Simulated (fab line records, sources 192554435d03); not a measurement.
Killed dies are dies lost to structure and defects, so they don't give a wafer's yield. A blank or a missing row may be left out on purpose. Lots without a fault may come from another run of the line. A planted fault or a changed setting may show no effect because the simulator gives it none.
Chamber matching | flow n5_finfet | N5_BEOL_M0_SAQP_STRIP_108 on rie_diel-01: 4 sister chambers
The step strips in N2/H2. 4 wafers are shown with their chamber, then 8 later ones without.

WAFERS WITH THEIR CHAMBER
wafer  | chamber | throttle_valve_pct (%)
L075.5 | 3       | 18.7
L078.6 | 0       | 19.0
L082.6 | 2       | 18.7
L084.1 | 1       | 19.4

WAFERS WITHOUT THEIR CHAMBER
wafer  | throttle_valve_pct (%)
L084.4 | 19.4
L084.6 | 18.3
L093.1 | 18.3
L093.5 | 18.4
L093.6 | 18.8
L097.1 | 19.4
L097.4 | 19.4
L097.5 | 18.8

WHICH CHAMBER EACH WENT THROUGH
wafer  | from the rows above          | in truth
L084.4 | can't be placed: 1 or 0      | 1
L084.6 | can't be placed: 2 or 3 or 0 | 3
L093.1 | can't be placed: 2 or 3 or 0 | 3
L093.5 | can't be placed: 2 or 3 or 0 | 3
L093.6 | can't be placed: 2 or 3 or 0 | 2
L097.1 | can't be placed: 1 or 0      | 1
L097.4 | can't be placed: 1 or 0      | 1
L097.5 | can't be placed: 2 or 3 or 0 | 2
Placed correctly: 0 of 8. Can't be placed from these rows: 8 (the true chamber is among the candidates in 8). Placed wrongly: 0.
How it was worked out, from the rows above alone: a wafer's distance from a chamber is the root of the sum, over the readings, of the square of ((its reading less the chamber's mean) divided by the reading's scatter). The wafer belongs to the nearest chamber; if the next one is less than 2 further off, it can't be placed. A chamber's mean is the mean of its shown wafers. The scatter: with one shown wafer a chamber, the root of the mean of the squares of how far each hidden wafer lies from its nearest shown one.
